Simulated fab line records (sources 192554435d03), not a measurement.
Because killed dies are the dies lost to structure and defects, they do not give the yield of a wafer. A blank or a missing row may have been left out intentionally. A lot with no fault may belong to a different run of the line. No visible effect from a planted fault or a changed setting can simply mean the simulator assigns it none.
fab line records	flow n5Finfet
[record] lots = 7	wafers = 21	lastDay = 19
route steps=1938 shown BEOL_M15@1784 PASSIVATION@1936
lots with no fault: from the same line, run without faults
startH: hours from the record's opening day to when the first of the lot's shown wafers began	waitH: hours since the lot's step before	" the same as in the row above	L1.1+2: a single row standing in for several wafers	- value missing, or start not given	* or withheld: withheld	< > ~ a bound
route shown NAME@n: names a module that has steps shown in the file, with the first one's number in the route	usual: mean/standard deviation of fault-free wafers	same: alike in all rows	chamber/n: place in a boat	sites: each site's reading	_std_site: standard deviation of those values	_edge_site: inner sites' mean taken away from outer sites' mean	radiusMm: for every site, how far away it sits from the centre of the wafer	mask NAME#n: copy n	behind: the most recent tool/chamber to have shaped the wafer	hold: reason for holding the lot/hours on hold/outcome of the hold	device: transistor that didn't switch, given as n, p or np	end of line: at the end of the route, the tests of the same wafers	step lacking rows: just its recipe	killed: count of dies lost to structure and defects at first sort (not the wafer's yield)	map: a wafer's dies, x killed, . not, _ none there
set.NAME: setting as actually run; set.NAME@STEP: the setting as run at that earlier step	model.NAME: the simulator's own value behind a step, which no gauge read
lots at some steps of the route; a table a step, a row a wafer
services: when a tool's chamber went out of use (startH, in hours from the record's first day, below 0 if earlier), for how many hours, and the reason
[[steps]]
[step N5_BEOL_M15_OVL_MEAS_11]
[recipe] pointsPerWafer = 44
[usual] V14_OVL = -4/5.4
lot.wafer	tool	chamber	startH	waitH	V14_OVL[nm]
L876.3	overlay-01	0	251.85	0.0	-1
L876.4	"	0	"	"	-7
L876.6	"	0	"	"	-5
L881.3	overlay-01	0	280.94	0.0	-4
L881.4	"	0	"	"	0
L881.5	"	0	"	"	-4
L884.2	overlay-02	0	298.16	0.0	2
L884.3	"	0	"	"	0
L884.5	"	0	"	"	8
L886.1	overlay-01	0	300.72	0.0	-3
L886.3	"	0	"	"	-1
L886.6	"	0	"	"	-4
L888.1	overlay-02	0	332.14	0.0	-4
L888.2	"	0	"	"	-10
L888.3	"	0	"	"	-2
L895.2	overlay-01	0	408.59	0.0	-2
L895.3	"	0	"	"	3
L895.6	"	0	"	"	-3
L896.1	overlay-01	0	445.23	0.0	-12
L896.4	"	0	"	"	-9
L896.5	"	0	"	"	-15
[step N5_BEOL_M15_INSPECT_12]
[recipe] mode = adi	inspectInstrument = macro
[usual] rawDefectCount = 1.8/1.3
lot.wafer	tool	chamber	startH	waitH	rawDefectCount
L876.3	defectInspect-01	-	251.87	0.0	2
L876.4	"	-	"	"	1
L876.6	"	-	"	"	0
L881.3	defectInspect-02	-	280.96	0.0	5
L881.4	"	-	"	"	1
L881.5	"	-	"	"	2
L884.2	defectInspect-01	-	298.19	0.0	1
L884.3	"	-	"	"	1
L884.5	"	-	"	"	2
L886.1	defectInspect-01	-	300.74	0.0	1
L886.3	"	-	"	"	0
L886.6	"	-	"	"	2
L888.1	defectInspect-02	-	332.16	0.0	0
L888.2	"	-	"	"	1
L888.3	"	-	"	"	3
L895.2	defectInspect-01	-	408.61	0.0	1
L895.3	"	-	"	"	3
L895.6	"	-	"	"	3
L896.1	defectInspect-02	-	445.25	0.0	4
L896.4	"	-	"	"	4
L896.5	"	-	"	"	2
[step N5_BEOL_M15_DESCUM_15]
[recipe] chemistry = O2	timeS = 7.9	sourcePowerW = 50	biasPowerW = 20	pressureMtorr = 20	rfFrequencyHz = 2.712e+07	tempC = 40	o2FlowSccm = 225
[usual] chamberPressureMTorr = 19.999/0.019	drypumpMotorCurrentA = 5.6/0.51	oesProductAu = 0.78/0.076	rfVppV = 243.2/1.2	showerheadPlenumPTorr = 2.11/0.052	throttleValvePct = 20.48/0.23
lot.wafer	tool	chamber	startH	waitH	chamberPressureMTorr	drypumpMotorCurrentA	oesProductAu	rfHoursCounterH	rfVppV	showerheadPlenumPTorr	throttleValvePct
L876.3	rieDiel-04	2	251.90	0.0	20.008	5.0	0.82	95	240.3	2.03	20.56
L876.4	"	0	"	"	19.959	5.1	0.77	115	244.4	2.09	20.38
L876.6	"	1	"	"	19.993	6.1	0.73	-	243.9	2.18	20.48
L881.3	rieDiel-02	0	281.08	0.1	20.008	5.3	0.69	233	242.5	2.07	20.72
L881.4	"	3	"	"	19.960	5.0	0.72	198	244.2	2.17	20.34
L881.5	"	1	"	"	19.988	5.7	0.75	-	242.5	2.08	20.40
L884.2	rieDiel-02	3	298.22	0.0	19.984	4.9	0.71	203	243.2	2.17	20.36
L884.3	"	2	"	"	20.028	6.3	0.88	42	243.3	2.14	20.44
L884.5	"	0	"	"	20.029	5.3	0.69	-	242.9	2.07	20.73
L886.1	rieDiel-02	1	300.78	0.0	19.998	5.7	0.75	176	242.9	2.08	20.39
L886.3	"	2	"	"	20.003	6.4	0.87	43	244.7	2.14	20.45
L886.6	"	2	"	"	19.988	6.4	0.88	-	243.2	2.14	20.45
L888.1	rieDiel-02	2	332.19	0.0	19.974	6.3	0.86	51	243.4	2.14	20.45
L888.2	"	1	"	"	19.971	5.7	0.74	184	241.7	2.08	20.40
L888.3	"	3	"	"	19.997	4.9	0.71	211	242.6	2.17	20.37
L895.2	rieDiel-06	2	408.65	0.0	19.987	5.8	0.70	224	242.1	2.08	20.93
L895.3	"	0	"	"	19.997	4.9	0.87	36	243.5	2.04	19.84
L895.6	"	0	"	"	19.973	4.9	0.87	-	243.1	2.04	19.86
L896.1	rieDiel-04	1	445.29	0.0	20.008	6.1	0.69	242	244.7	2.17	20.54
L896.4	"	3	"	"	20.039	5.3	0.76	119	243.4	2.13	20.61
L896.5	"	2	"	"	20.012	5.0	0.77	-	240.7	2.01	20.64
[step N5_BEOL_M15_ETCH_59]
[recipe] chemistry = N2/H2	target = BARC	targetDepthA = 890	overetchA = 267	timeS = 67.9	ionEnergyEv = 200	pressureMtorr = 30	sourceW = 840	biasW = 150	n2FlowSccm = 200	h2FlowSccm = 200
[usual] chamberPressureMTorr = 29.999/0.027	drypumpMotorCurrentA = 5.6/0.51	h2FlowSccm = 200.0/0.62	oesProductAu = 0.66/0.059	rfVppV = 524.2/1.9	showerheadPlenumPTorr = 2.55/0.06	throttleValvePct = 17.95/0.21
lot.wafer	tool	chamber	startH	waitH	chamberPressureMTorr	drypumpMotorCurrentA	h2FlowSccm	oesProductAu	rfHoursCounterH	rfVppV	showerheadPlenumPTorr	throttleValvePct
L876.3	rieDiel-04	2	251.94	0.0	30.013	5.0	200.0	0.71	95	521.5	2.45	17.96
L876.4	"	0	"	"	30.023	5.1	201.1	0.66	115	524.7	2.55	17.79
L876.6	"	1	"	"	30.039	6.2	199.4	0.63	-	525.3	2.64	17.93
L881.3	rieDiel-02	0	281.12	0.0	30.014	5.3	199.8	0.59	233	523.4	2.51	18.34
L881.4	"	3	"	"	30.022	5.0	200.7	0.63	198	527.4	2.65	17.91
L881.5	"	1	"	"	30.008	5.7	200.1	0.65	-	521.7	2.54	17.99
L884.2	rieDiel-02	3	298.26	0.0	30.023	5.0	199.2	0.62	203	527.5	2.65	17.90
L884.3	"	2	"	"	29.938	6.4	200.7	0.74	42	523.9	2.59	17.79
L884.5	"	0	"	"	30.069	5.3	200.6	0.59	-	522.6	2.51	18.34
L886.1	rieDiel-02	1	300.81	0.0	29.974	5.7	200.0	0.64	176	523.6	2.54	17.99
L886.3	"	2	"	"	29.983	6.4	199.2	0.74	43	523.8	2.59	17.80
L886.6	"	2	"	"	30.004	6.4	198.6	0.75	-	525.2	2.59	17.80
L888.1	rieDiel-02	2	332.23	0.0	30.028	6.4	199.4	0.73	51	524.4	2.58	17.82
L888.2	"	1	"	"	29.996	5.8	200.0	0.64	184	523.2	2.54	18.01
L888.3	"	3	"	"	29.995	5.0	200.1	0.62	211	527.2	2.64	17.92
L895.2	rieDiel-06	2	408.68	0.0	29.999	5.8	199.0	0.60	224	524.2	2.51	18.30
L895.3	"	0	"	"	30.048	4.9	199.4	0.73	36	520.9	2.50	17.37
L895.6	"	0	"	"	30.036	4.9	199.5	0.73	-	521.9	2.50	17.39
L896.1	rieDiel-04	1	445.32	0.0	30.015	6.1	200.5	0.60	242	527.1	2.61	18.02
L896.4	"	3	"	"	30.019	5.3	200.2	0.65	119	524.6	2.55	17.88
L896.5	"	2	"	"	30.027	5.0	199.9	0.66	-	518.9	2.43	18.03
[step N5_BEOL_M15_VIA_ETCH_16]
[recipe] chemistry = C4F8/O2/Ar	target = SiO2	heInnerTorr = 15	heOuterTorr = 30	targetDepthA = 17922	timeS = withheld	ionEnergyEv = 800	pressureMtorr = 20	sourceW = 1905	biasW = 2040	Ar_flow_sccm = 400	C4F8_flow_sccm = 16	O2_flow_sccm = 12	ends = cleared
[usual] C4F8_flow_sccm = 16.00/0.047	chamberPressureMTorr = 19.998/0.019	drypumpMotorCurrentA = 5.6/0.51	heOuterTorr = 30.00/0.066	oesProductAu = 0.70/0.067	rfVppV = 2222/28	showerheadPlenumPTorr = 3.46/0.079	throttleValvePct = 30.94/0.19
lot.wafer	tool	chamber	startH	waitH	C4F8_flow_sccm	chamberPressureMTorr	drypumpMotorCurrentA	heOuterTorr	oesProductAu	rfVppV	showerheadPlenumPTorr	throttleValvePct
L876.3	rieDiel-04	2	251.99	0.0	15.90	20.009	5.0	30.01	0.75	2296	3.34	31.07
L876.4	"	0	"	"	15.99	19.946	5.1	29.96	0.70	2202	3.45	30.90
L876.6	"	1	"	"	16.01	19.992	6.1	30.06	0.67	2226	3.56	30.80
L881.3	rieDiel-02	0	281.17	0.0	16.03	20.014	5.3	30.06	0.61	2204	3.38	31.00
L881.4	"	3	"	"	15.97	19.998	5.0	29.93	0.66	2241	3.57	30.82
L881.5	"	1	"	"	16.05	19.995	5.8	30.04	0.68	2200	3.40	30.70
L884.2	rieDiel-02	3	298.31	0.0	15.98	19.991	5.0	29.92	0.65	2241	3.57	30.84
L884.3	"	2	"	"	15.96	19.986	6.4	30.14	0.79	2241	3.53	31.12
L884.5	"	0	"	"	16.04	20.005	5.3	30.11	0.61	2204	3.38	31.00
L886.1	rieDiel-02	1	300.86	0.0	15.96	20.009	5.7	29.93	0.68	2202	3.40	30.70
L886.3	"	2	"	"	15.92	19.996	6.4	30.05	0.79	2240	3.53	31.13
L886.6	"	2	"	"	16.01	19.997	6.4	29.99	0.79	2239	3.53	31.13
L888.1	rieDiel-02	2	332.28	0.0	15.97	20.003	6.4	30.12	0.78	2239	3.52	31.14
L888.2	"	1	"	"	16.03	19.995	5.7	29.97	0.67	2199	3.40	30.70
L888.3	"	3	"	"	16.06	20.015	5.0	29.95	0.64	2242	3.56	30.83
L895.2	rieDiel-06	2	408.73	0.0	16.02	19.984	5.8	30.11	0.62	2238	3.39	31.17
L895.3	"	0	"	"	16.00	20.008	4.9	30.02	0.77	2191	3.38	30.47
L895.6	"	0	"	"	15.99	20.016	4.9	29.95	0.77	2190	3.38	30.47
L896.1	rieDiel-04	1	445.37	0.0	16.02	20.038	6.1	30.01	0.62	2225	3.53	30.85
L896.4	"	3	"	"	15.99	19.987	5.3	30.10	0.68	2181	3.47	30.99
L896.5	"	2	"	"	15.99	20.006	5.0	29.96	0.70	2293	3.32	31.14
[step N5_BEOL_M15_STRIP_63]
[recipe] chemistry = O2	powerW = 600	tempC = 60	pressureMtorr = 30	rfFrequencyHz = 6e+07	biasPowerW = 0	overashFraction = 0.3	o2FlowSccm = 225
[usual] chamberPressureMTorr = 30.00/0.038	drypumpMotorCurrentA = 5.6/0.51	oesProductAu = 0.78/0.076	rfVppV = 3.6/0.67	showerheadPlenumPTorr = 2.11/0.052	throttleValvePct = 16.72/0.23
lot.wafer	tool	chamber	startH	waitH	chamberPressureMTorr	drypumpMotorCurrentA	oesProductAu	rfHoursCounterH	rfVppV	showerheadPlenumPTorr	throttleValvePct
L876.3	rieDiel-04	2	-	-	30.04	5.0	0.82	95	2.9	2.03	16.80
L876.4	"	0	"	"	30.00	5.1	0.77	115	4.2	2.10	16.65
L876.6	"	1	"	"	29.96	6.2	0.72	-	2.6	2.19	16.73
L881.3	rieDiel-02	0	-	-	29.96	5.3	0.69	233	4.7	2.07	16.99
L881.4	"	3	"	"	29.97	5.0	0.71	198	3.2	2.18	16.60
L881.5	"	1	"	"	30.03	5.7	0.76	-	2.4	2.09	16.64
L884.2	rieDiel-02	3	-	-	29.96	5.0	0.72	203	3.6	2.17	16.61
L884.3	"	2	"	"	30.08	6.4	0.88	42	3.9	2.14	16.65
L884.5	"	0	"	"	29.95	5.3	0.69	-	2.8	2.07	17.01
L886.1	rieDiel-02	1	-	-	30.00	5.7	0.76	177	3.0	2.08	16.63
L886.3	"	2	"	"	29.93	6.4	0.88	43	3.8	2.14	16.64
L886.6	"	2	"	"	29.94	6.4	0.88	-	4.5	2.14	16.64
L888.1	rieDiel-02	2	-	-	30.03	6.4	0.87	51	2.9	2.14	16.66
L888.2	"	1	"	"	29.98	5.7	0.74	184	3.6	2.08	16.65
L888.3	"	3	"	"	30.00	5.0	0.71	212	3.5	2.17	16.63
L895.2	rieDiel-06	2	-	-	29.92	5.8	0.70	224	3.1	2.09	17.14
L895.3	"	0	"	"	29.97	4.9	0.84	37	2.8	2.04	16.09
L895.6	"	0	"	"	30.05	4.9	0.86	-	4.2	2.04	16.12
L896.1	rieDiel-04	1	-	-	30.02	6.2	0.69	242	3.3	2.17	16.81
L896.4	"	3	"	"	30.02	5.3	0.76	119	4.4	2.13	16.80
L896.5	"	2	"	"	30.01	5.0	0.78	-	4.4	2.01	16.89
[step N5_BEOL_M15_STRIP_64]
[recipe] chemistry = O2	powerW = 600	tempC = 60	pressureMtorr = 30	rfFrequencyHz = 6e+07	biasPowerW = 0	overashFraction = 0.3	o2FlowSccm = 225
[usual] chamberPressureMTorr = 30.005/0.028	drypumpMotorCurrentA = 5.6/0.51	oesProductAu = 0.78/0.075	rfVppV = 3.6/0.5	showerheadPlenumPTorr = 2.11/0.052	throttleValvePct = 16.72/0.23
lot.wafer	tool	chamber	startH	waitH	chamberPressureMTorr	drypumpMotorCurrentA	oesProductAu	rfHoursCounterH	rfVppV	showerheadPlenumPTorr	throttleValvePct
L876.3	rieDiel-04	2	-	-	29.992	5.0	0.82	95	4.6	2.03	16.78
L876.4	"	0	"	"	30.034	5.1	0.77	115	4.0	2.10	16.62
L876.6	"	1	"	"	29.976	6.1	0.72	-	3.3	2.19	16.73
L881.3	rieDiel-02	0	-	-	30.017	5.3	0.69	233	3.5	2.07	16.99
L881.4	"	3	"	"	29.996	4.9	0.72	199	3.9	2.18	16.63
L881.5	"	1	"	"	30.014	5.7	0.75	-	2.8	2.08	16.66
L884.2	rieDiel-02	3	-	-	29.985	4.9	0.72	203	4.3	2.17	16.62
L884.3	"	2	"	"	30.003	6.4	0.89	42	4.6	2.14	16.62
L884.5	"	0	"	"	29.992	5.3	0.68	-	3.9	2.07	16.99
L886.1	rieDiel-02	1	-	-	29.989	5.7	0.76	177	3.8	2.08	16.65
L886.3	"	2	"	"	30.007	6.4	0.88	43	2.5	2.14	16.64
L886.6	"	2	"	"	30.003	6.3	0.88	-	3.3	2.14	16.64
L888.1	rieDiel-02	2	-	-	29.998	6.3	0.86	51	3.4	2.14	16.64
L888.2	"	1	"	"	29.963	5.7	0.74	184	2.9	2.08	16.66
L888.3	"	3	"	"	30.010	5.0	0.71	212	3.8	2.17	16.64
L895.2	rieDiel-06	2	-	-	30.018	5.8	0.70	224	4.2	2.09	17.13
L895.3	"	0	"	"	30.032	4.9	0.87	37	3.8	2.04	16.10
L895.6	"	0	"	"	29.983	4.9	0.86	-	3.5	2.04	16.11
L896.1	rieDiel-04	1	-	-	29.992	6.2	0.68	242	4.6	2.17	16.81
L896.4	"	3	"	"	29.994	5.3	0.78	119	4.0	2.13	16.81
L896.5	"	2	"	"	30.042	5.0	0.77	-	3.5	2.01	16.88
[step N5_BEOL_M15_STRIP_65]
[recipe] chemistry = postEtchResidueRemover	timeS = 60	tempC = 25	removerPh = withheld	removerWaterWtPct = withheld	removerFluorideWtPct = withheld
[step N5_BEOL_M15_SRD_66]
[recipe] timeS = 30	tempC = 23	rinseLiquid = diw	dry = n2Spin	spinRpm = 1500	dryTimeS = 30
[step N5_BEOL_M15_CD_MEAS_17]
[recipe] targetCdNm = 360	polarity = opening
[usual] cdNm = 361.3/2.3
lot.wafer	tool	chamber	startH	waitH	cdNm
L876.3	cdSem-01	-	252.40	0.0	359.9
L876.4	"	-	"	"	357.5
L876.6	"	-	"	"	358.7
L881.3	cdSem-01	-	281.58	0.0	363.9
L881.4	"	-	"	"	363.4
L881.5	"	-	"	"	362.7
L884.2	cdSem-01	-	298.76	0.0	364.3
L884.3	"	-	"	"	365.1
L884.5	"	-	"	"	363.6
L886.1	cdSem-01	-	301.31	0.0	358.3
L886.3	"	-	"	"	355.7
L886.6	"	-	"	"	358.7
L888.1	cdSem-02	-	332.69	0.0	359.5
L888.2	"	-	"	"	357.7
L888.3	"	-	"	"	360.2
L895.2	cdSem-01	-	409.15	0.0	363.4
L895.3	"	-	"	"	364.7
L895.6	"	-	"	"	361.9
L896.1	cdSem-01	-	445.79	0.0	359.8
L896.4	"	-	"	"	361.2
L896.5	"	-	"	"	362.1
[step N5_BEOL_M15_COAT_56]
[recipe] resist = SOC	tempC = 250	timeS = 60	spinRpm = 1500	resistThkNm = 550
[step N5_BEOL_M15_ETCH_57]
[recipe] chemistry = N2/H2	target = SOC	sourceW = 3000	biasW = 350	timeS = 750	ionEnergyEv = 200	pressureMtorr = 30	n2FlowSccm = 200	h2FlowSccm = 200
[step N5_BEOL_M15_COAT_60]
[recipe] resist = BARC	tempC = 205	timeS = 60	spinRpm = 1500	resistThkNm = 89
[usual] heaterPowerTotalW = 391.9/1.3	runLengthS = 66.35/0.15
lot.wafer	tool	chamber	startH	waitH	heaterPowerTotalW	runLengthS
L876.3	lithoTrack-01	0	253.00	0.3	390.8	66.43
L876.4	"	0	"	"	393.0	66.28
L876.6	"	0	"	"	393.9	66.51
L881.3	lithoTrack-01	0	282.18	0.3	391.0	66.30
L881.4	"	0	"	"	389.6	66.60
L881.5	"	0	"	"	392.9	66.34
L884.2	lithoTrack-01	0	299.38	0.3	406.5	63.03
L884.3	"	0	"	"	405.9	62.94
L884.5	"	0	"	"	407.5	63.15
L886.1	lithoTrack-01	0	301.92	0.3	403.5	62.91
L886.3	"	0	"	"	403.1	63.13
L886.6	"	0	"	"	404.9	63.12
L888.1	lithoTrack-01	0	333.35	0.3	405.3	63.13
L888.2	"	0	"	"	404.0	63.01
L888.3	"	0	"	"	407.2	63.02
L895.2	lithoTrack-03	0	410.02	0.5	390.8	66.24
L895.3	"	0	"	"	389.8	66.22
L895.6	"	0	"	"	389.8	66.52
L896.1	lithoTrack-03	0	446.39	0.3	390.2	66.27
L896.4	"	0	"	"	392.1	66.34
L896.5	"	0	"	"	393.6	66.56
[step N5_BEOL_M15_COAT_22]
[recipe] spinRpm = 1704	resistThkNm = 800
[step N5_PASSIVATION_PROBE_49]
[usual] defectLimitedYield = 91.3/1.7	killed_at_M0_to_M3 = 33/9.9	killed_at_M4_up = 14/6.4	killedAtContacts = 12/7	killedAtFrontEnd = 41/13	killedAtOther = 3.1/2.9	killedDies = 103/20	killedOpen = 67/14	killedShort = 34/9.4	sort_bin_5_function = 5.1/1.1	sort_bin_6_memory = 3.2/0.79	sort_bin_8_speed = 0.02/0.15	sortNPass = 1077/21	sortYieldPct = 91.2/1.7
[same] grossDies = 1180	killedAtBackSide = 0	sort_bin_4_leakage[%] = 0
lot.wafer	tool	chamber	startH	waitH	defectLimitedYield[%]	killed_at_M0_to_M3	killed_at_M4_up	killedAtContacts	killedAtFrontEnd	killedAtOther	killedDies	killedOpen	killedShort	sort_bin_5_function[%]	sort_bin_6_memory[%]	sort_bin_8_speed[%]	sortNPass	sortYieldPct[%]
L876.3	prober-02	-	271.03	0.1	93.1	31	7	10	33	1	82	51	31	3.9	2.9	0	1098	93.1
L876.4	prober-02	-	271.08	0.2	90.7	45	20	14	29	2	110	70	40	5.8	3.1	0	1070	90.7
L876.6	prober-02	-	271.18	0.3	93.1	33	6	6	37	0	82	53	29	4.7	2.0	0	1098	93.1
L884.2	prober-01	-	319.07	0.1	91.2	29	21	10	41	3	104	60	41	5.5	3.1	0	1076	91.2
L884.3	prober-01	-	319.12	0.1	90.3	32	5	4	72	2	115	68	47	6.2	3.0	0	1065	90.3
L884.5	prober-01	-	319.22	0.2	91.3	32	17	20	32	2	103	82	21	6.5	2.2	0	1077	91.3
L895.2	prober-01	-	431.64	0.1	93.6	20	5	9	33	8	75	46	29	3.8	2.3	0	1105	93.6
L895.3	prober-01	-	431.69	0.1	93.0	24	11	17	29	2	83	57	26	3.7	3.0	0	1097	93.0
L895.6	prober-01	-	431.84	0.3	92.4	19	12	27	26	6	90	57	33	4.5	2.7	0	1090	92.4
// killed by level:class
L876.3 FIN_SAQP:geometricParticle:short=9 DUMMY_GATE:geometricParticle:open=7 MOL_CONTACT_COAG:geometricParticle:open=7 BEOL_M2:geometricParticle:open=7 BEOL_M3:geometricParticle:open=7 FIN_SAQP:geometricParticle:open=6 BEOL_M0_SAQP:geometricParticle:short=4 BEOL_M3:geometricParticle:short=3
L876.4 MOL_CONTACT_COAG:geometricParticle:open=13 BEOL_M0_SAQP:geometricParticle:short=10 FIN_SAQP:geometricParticle:open=8 BEOL_M0_SAQP:geometricParticle:open=8 BEOL_M3:geometricParticle:open=8 FIN_SAQP:geometricParticle:short=7 BEOL_M2:geometricParticle:open=7 BEOL_M1:geometricParticle:short=4
L876.6 FIN_SAQP:geometricParticle:open=10 FIN_SAQP:geometricParticle:short=8 BEOL_M0_SAQP:geometricParticle:short=8 BEOL_M3:geometricParticle:open=7 MOL_CONTACT_COAG:geometricParticle:open=6 BEOL_M0_SAQP:geometricParticle:open=6 BEOL_M3:geometricParticle:short=5 DUMMY_GATE:geometricParticle:open=4
L884.2 FIN_SAQP:geometricParticle:short=12 FIN_SAQP:geometricParticle:open=10 BEOL_M4:geometricParticle:open=9 BEOL_M1:geometricParticle:open=7 MOL_CONTACT_COAG:geometricParticle:short=6 BEOL_M0_SAQP:geometricParticle:open=5 BEOL_M3:geometricParticle:open=5 STARTING-WAFER:geometricParticle:short=5
L884.3 FIN_SAQP:geometricParticle:short=30 FIN_SAQP:geometricParticle:open=17 BEOL_M0_SAQP:geometricParticle:open=8 BEOL_M3:geometricParticle:open=8 DUMMY_GATE:geometricParticle:open=6 BEOL_M2:geometricParticle:open=6 STI_FIN_REVEAL:geometricParticle:open=5 BEOL_M1:geometricParticle:open=5
L884.5 MOL_CONTACT_COAG:geometricParticle:open=18 FIN_SAQP:geometricParticle:open=11 BEOL_M3:geometricParticle:open=8 BEOL_M0_SAQP:geometricParticle:open=8 BEOL_M1:geometricParticle:open=7 BEOL_M4:geometricParticle:open=7 ILD0:geometricParticle:open=4 STI_FIN_REVEAL:geometricParticle:open=3
L895.2 STI_FIN_REVEAL:geometricParticle:open=9 MOL_CONTACT_COAG:geometricParticle:open=9 FIN_SAQP:geometricParticle:short=6 BEOL_M0_SAQP:geometricParticle:short=5 BEOL_M0_SAQP:geometricParticle:open=5 BEOL_M2:geometricParticle:open=5 PAD_METAL:geometricParticle:short=5 FIN_SAQP:geometricParticle:open=3
L895.3 MOL_CONTACT_COAG:geometricParticle:open=17 STI_FIN_REVEAL:geometricParticle:open=8 STI_FIN_REVEAL:geometricParticle:short=5 BEOL_M3:geometricParticle:open=5 BEOL_M0_SAQP:geometricParticle:open=4 BEOL_M4:geometricParticle:open=4 DUMMY_GATE:geometricParticle:open=3 BEOL_M0_SAQP:geometricParticle:short=3
L895.6 MOL_CONTACT_COAG:geometricParticle:open=20 STI_FIN_REVEAL:geometricParticle:open=12 MOL_CONTACT_COAG:geometricParticle:short=7 BEOL_M3:geometricParticle:open=5 BEOL_M4:geometricParticle:open=5 BEOL_M1:geometricParticle:short=4 STI_FIN_REVEAL:geometricParticle:short=3 BEOL_M0_SAQP:geometricParticle:short=3
[[services]]
tool	chamber	startH	hours	kind
rieDiel-06	3	235.37	2.3	repair
rieDiel-06	0	244.91	-	clean
rieDiel-06	0	244.91	-	consumableReplace:focusRing
rieDiel-06	0	244.91	17.9	scheduledDown
rieDiel-06	0	244.91	17.9	ventCycle
lithoTrack-03	-	246.69	-	consumableReplace:filter
rieDiel-06	1	295.74	3.9	repair
rieDiel-06	1	303.97	8.4	repair
rieDiel-06	0	337.93	3.2	repair
rieDiel-04	3	342.35	3.4	repair
rieDiel-02	0	344.87	-	clean
rieDiel-02	0	344.87	-	consumableReplace:focusRing
rieDiel-02	0	344.87	15.9	scheduledDown
rieDiel-02	0	344.87	15.9	ventCycle
rieDiel-02	3	347.28	2.8	repair
rieDiel-04	0	359.94	1.7	repair
rieDiel-04	3	395.94	23.0	repair
rieDiel-04	-	403.75	0.9	repair
rieDiel-04	0	409.11	3.8	repair
rieDiel-04	-	413.19	2.8	pm
rieDiel-04	2	426.35	1.6	repair
rieDiel-06	-	432.98	2.1	repair
rieDiel-02	2	440.36	18.8	repair
[[key]]
[firstSign] step = N5_BEOL_M15_COAT_60	reading = runLengthS	direction = down	sigmas = 22	usual = *	struck = *
[effect] step = N5_BEOL_M15_COAT_60	reading = heaterPowerTotalW	direction = up	sigmas = 11	usual = *	struck = *
metAt N5_BEOL_M15_COAT_60
struckWafers L884.2,L884.3,L884.5,L886.1,L886.3,L886.6,L888.1,L888.2,L888.3
[baselineLoss] step = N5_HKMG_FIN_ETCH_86	wafers = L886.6
onsetBetween 282.18 299.38
[fault] kind = processParameterDrift	tool = lithoTrack-01	chamber = -	onsetH = 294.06	steps = N5_BEOL_M15_COAT_60	channel = timeS	offset = *	shape = step	endH = 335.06	actsIn = *	stated = *
// baselineLoss: these wafers lose ten dies or more at that step, a loss of the line's own and not of a fault; the sort's usual values leave them out
